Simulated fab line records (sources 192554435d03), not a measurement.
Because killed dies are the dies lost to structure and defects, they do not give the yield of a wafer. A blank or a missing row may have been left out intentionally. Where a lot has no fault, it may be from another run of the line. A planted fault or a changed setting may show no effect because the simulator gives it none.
Comparing a struck lot with a sound one ; flow n5 finfet ; 15 steps out of a route of 1938
Sound: wafers L342.1, L342.2, L342.4. Struck: wafer L357.1; the same lot's L357.3 was not struck, so it is left out; see the end for the cause.
For every step that has rows: the tool of each side, followed by ch and its chambers, followed by its first start. Under that, the readings that differ: sound wafers ; struck wafers ; difference of the means ; sigmas: that difference in standard deviations of wafers without a fault.
alike: readings with means less than 2 such deviations apart, plus words and numbers identical on both sides. not compared: withheld readings, readings lacking a value on some wafer, bounds such as >300 that could conceal the same value, and numbers that have no deviation in the record and whose values overlap.
A row with sigmas, a row that says differs or no value, or rows on one side alone: a step with any of these is where the two part. Numbers that have no deviation but don't overlap get no sigmas and don't part them. A reading that every wafer of one side lacks parts them only if that side has two wafers or more.

first, 7 steps without rows for these wafers: N5_BEOL_M11_COAT_64 (time 60 s, resist thk 30 nm); N5_BEOL_M11_COAT_22 (resist thk 90 nm); N5_BEOL_M11_EBR_24; N5_BEOL_M11_SOFTBAKE_23 (time 60 s); N5_BEOL_M11_EXPOSE_25 (exposes mask V10); N5_BEOL_M11_PEB_26 (peb time 60 s); N5_BEOL_M11_DEVELOP_27 (develop time 30 s).
N5_BEOL_M11_CD_MEAS_28: the cd target is 70 nm.
  sound on cd sem-01 ch 0, day 11 06:05; struck on cd sem-01 ch 0, day 14 10:13
reading;sound;struck;difference;sigmas
cd nm (nm);68.5 67.8 70.3;71.5;+2.6;+2
N5_BEOL_M11_OVL_MEAS_29:
  sound on overlay-02 ch 0, day 11 06:07; struck on overlay-02 ch 0, day 14 10:15
  alike: V10_OVL
N5_BEOL_M11_INSPECT_30: inspects for defects (brightfield).
  sound on defect inspect-01 at day 11 06:08; struck on defect inspect-02 at day 14 10:16
  alike: raw defect count
N5_BEOL_M11_DESCUM_33: chemistry O2, time 7.9 s.
  sound on rie diel-05 ch 0,1,3, day 11 06:11; struck on rie diel-05 ch 2, day 14 10:18
  alike: drypump motor current A, oes product au, rf vpp V, showerhead plenum p Torr, throttle valve pct
  not compared: rf hours counter h
N5_BEOL_M11_ETCH_65: etches SiARC in CF4, target depth 39 nm, time 65 s.
  sound on rie diel-05 ch 0,1,3, day 11 06:13; struck on rie diel-05 ch 2, day 14 10:20
  alike: drypump motor current A, etch rf on time s, oes product au, rf vpp V, showerhead plenum p Torr, throttle valve pct
  not compared: rf hours counter h
N5_BEOL_M11_ETCH_66: etches SOC in N2/H2, target depth 120 nm, overetch 24 nm, time 180 s.
  sound on rie diel-05 ch 0,1,3, day 11 06:16; struck on rie diel-05 ch 2, day 14 10:23
reading;sound;struck;difference;sigmas
model.SiARC_of_BEOL_M11_COAT_64.thk nm (nm);22.8 22.8 22.6;17.2;-5.5;
  alike: drypump motor current A, oes product au, rf vpp V, showerhead plenum p Torr, throttle valve pct
  not compared: rf hours counter h
then, 1 step without rows for these wafers: N5_BEOL_M11_STRIP_69 (strips in N2/H2).
N5_PASSIVATION_PROBE_49:
  sound on prober-01 at day 12 21:37; struck on prober-01 at day 15 23:47
reading;sound;struck;difference;sigmas
defect limited yield (%);88.9 89.2 89.0;93.3;+4.3;+3
killed at contacts;36 24 35;11;-21;-3
killed dies;131 128 130;79;-51;-3
killed open;93 90 84;59;-30;-2
killed short;37 37 45;20;-20;-3
sort_bin_6_memory (%);4.3 4.0 3.5;1.3;-2.6;-4
sort n pass;1049 1052 1050;1101;+51;+3
sort yield pct (%);88.9 89.2 89.0;93.3;+4.3;+3
  alike: killed_at_M0_to_M3, killed_at_M4_up, killed at front end, killed at other, sort_bin_5_function

## WHERE THEY PART
At N5_BEOL_M11_CD_MEAS_28 first; at N5_PASSIVATION_PROBE_49 last (within this record only).

WHY: what the simulator had put in
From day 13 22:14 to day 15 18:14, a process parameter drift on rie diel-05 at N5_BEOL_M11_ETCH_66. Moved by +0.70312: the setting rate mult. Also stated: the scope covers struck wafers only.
